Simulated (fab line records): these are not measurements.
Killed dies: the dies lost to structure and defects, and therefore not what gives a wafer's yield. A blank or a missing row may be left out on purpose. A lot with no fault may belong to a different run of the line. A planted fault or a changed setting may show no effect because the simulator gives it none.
Matching of chambers ; flow n5Finfet ; 3 sister chambers for N5_BEOL_M4_PRE_CLEAN_60 on cvdCo-01
The step time 15 s. 6 wafers are shown with their chamber, then 8 later ones without.

## WAFERS PAIRED WITH THEIR CHAMBERS
wafer;chamber;heaterPowerW (W)
L078.6;0;64
L082.2;0;64
L082.6;2;87
L089.4;2;87
L089.6;1;101
L093.1;1;103

## WAFERS WHOSE CHAMBER IS MISSING
wafer;heaterPowerW (W)
L093.5;103
L093.6;89
L094.2;87
L094.3;100
L094.4;88
L096.2;91
L096.3;63
L096.4;100

## CHAMBER TAKEN BY EACH
wafer;from the rows above;in truth
L093.5;1;1
L093.6;2;2
L094.2;2;2
L094.3;1;1
L094.4;2;2
L096.2;2;2
L096.3;0;0
L096.4;1;1
Correct placement for 8 of the 8. Number that these rows cannot place: 0. 0 placed wrongly.
How it was worked out, from the rows above alone: a wafer's distance from a chamber is the root of the sum, over the readings, of the square of ((its reading less the chamber's mean) divided by the reading's scatter). The wafer belongs to the nearest chamber; if the next one is less than 2 further off, it can't be placed. A chamber's mean is the mean of its shown wafers. The scatter: the root of (the sum of the squares of (reading less its chamber's mean) over the shown wafers, divided by (wafers less chambers)).
